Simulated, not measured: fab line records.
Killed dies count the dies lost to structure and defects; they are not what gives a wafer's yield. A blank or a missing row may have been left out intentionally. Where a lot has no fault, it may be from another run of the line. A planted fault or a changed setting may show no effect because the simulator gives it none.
Chamber matching / flow nand harc / rie diel-06 running NHARC_A_STAIRCASE_ETCH_253: 4 sister chambers
The step etches the open film in C4F8/O2, target depth 50 nm, time 20.2 s. 4 wafers are shown with their chamber, then 9 later ones without.

## WAFERS PAIRED WITH THEIR CHAMBERS
wafer=L083.5; chamber=1; rf vpp V (V)=893
wafer=L083.1; chamber=2; rf vpp V (V)=905
wafer=L083.2; chamber=0; rf vpp V (V)=888
wafer=L083.3; chamber=3; rf vpp V (V)=889

## WAFERS WHOSE CHAMBER IS MISSING
wafer=L087.1; rf vpp V (V)=904
wafer=L087.3; rf vpp V (V)=888
wafer=L087.6; rf vpp V (V)=889
wafer=L088.2; rf vpp V (V)=893
wafer=L088.5; rf vpp V (V)=889
wafer=L088.6; rf vpp V (V)=889
wafer=L095.1; rf vpp V (V)=906
wafer=L095.2; rf vpp V (V)=888
wafer=L095.4; rf vpp V (V)=889

## WHICH CHAMBER EACH WENT THROUGH
wafer=L087.1; from the rows above=2; in truth=2
wafer=L087.3; from the rows above=0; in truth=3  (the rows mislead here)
wafer=L087.6; from the rows above=3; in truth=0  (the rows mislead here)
wafer=L088.2; from the rows above=1; in truth=1
wafer=L088.5; from the rows above=3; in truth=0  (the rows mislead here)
wafer=L088.6; from the rows above=3; in truth=3
wafer=L095.1; from the rows above=2; in truth=2
wafer=L095.2; from the rows above=0; in truth=0
wafer=L095.4; from the rows above=3; in truth=3
Correct placement for 6 of the 9. Can't be placed from these rows: 0. Wrongly placed: 3.
How it was worked out, from the rows above alone: a wafer's distance from a chamber is the root of the sum, over the readings, of the square of ((its reading less the chamber's mean) divided by the reading's scatter). If the next closest chamber is less than 2 further off than the closest, the wafer can't be placed; otherwise it belongs to the closest. For every chamber, the mean is computed from those of its wafers that are shown. The scatter: with one shown wafer a chamber, the root of the mean of the squares of how far each hidden wafer lies from its nearest shown one.
